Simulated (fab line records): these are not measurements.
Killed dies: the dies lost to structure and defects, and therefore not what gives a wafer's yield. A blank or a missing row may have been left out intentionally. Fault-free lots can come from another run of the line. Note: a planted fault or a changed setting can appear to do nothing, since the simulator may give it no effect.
Chamber matching    flow nand harc    4 sister chambers for NHARC_A_CONTACT_ETCH_48 on rie diel-01
The step etches the open film in CF4, target depth 39 nm, time 65 s. 16 wafers are shown with their chamber, then 8 later ones without.

## WAFERS WITH THEIR CHAMBER
wafer   chamber  showerhead plenum p Torr (Torr)  rf vpp V (V)  oes product au (a.u.)
L427.2  0        1.76                             152.2         1.001
L427.4  1        1.78                             151.5         1.001
L427.6  3        1.73                             150.4         1.000
L431.1  0        1.76                             151.4         0.997
L431.4  3        1.73                             151.5         1.003
L431.6  3        1.73                             149.3         0.987
L433.1  2        1.71                             151.3         1.002
L433.4  3        1.73                             149.8         0.995
L433.6  2        1.71                             151.8         0.987
L435.1  1        1.77                             150.6         1.000
L435.4  3        1.73                             152.3         1.001
L435.5  3        1.73                             152.0         0.997
L440.1  1        1.77                             151.4         1.009
L440.2  3        1.73                             150.3         1.003
L440.6  0        1.75                             151.3         0.988
L441.2  0        1.75                             152.2         0.995

SIGNATURES (means of the wafers above)
reading                   chamber 0  chamber 1  chamber 2  chamber 3  scatter within a chamber
showerhead plenum p Torr  1.7550     1.7733     1.7100     1.7300     0.00373
rf vpp V                  151.775    151.167    151.550    150.800    0.875
oes product au            0.99525    1.00333    0.99450    0.99800    0.00608
Rule: a wafer's distance from a chamber is the root of the sum, over the readings, of the square of ((its reading less the chamber's mean) divided by the reading's scatter). The wafer belongs to the nearest chamber; if the next one is less than 2 further off, it can't be placed. The scatter is the square root of a quotient: the sum, over the shown wafers, of each reading's squared deviation from its chamber's mean, divided by wafers minus chambers.

## WAFERS WITH NO CHAMBER GIVEN
wafer   showerhead plenum p Torr (Torr)  rf vpp V (V)  oes product au (a.u.)
L441.4  1.72                             150.0         1.000
L441.6  1.75                             150.1         0.985
L449.2  1.75                             149.6         0.990
L449.4  1.77                             150.3         1.015
L449.6  1.70                             151.9         0.999
L448.1  1.70                             151.0         0.997
L448.2  1.77                             152.7         1.005
L448.3  1.75                             151.8         0.993

## WHICH CHAMBER EACH ONE RAN IN
wafer   from the rows above      in truth
L441.4  can't be placed: 3 or 2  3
L441.6  0                        0
L449.2  0                        0
L449.4  1                        1
L449.6  2                        2
L448.1  2                        2
L448.2  1                        1
L448.3  0                        0
Correct placement for 7 of the 8. From these rows, 1 cannot be placed; in 1 the true chamber is one of the candidates. 0 placed wrongly.
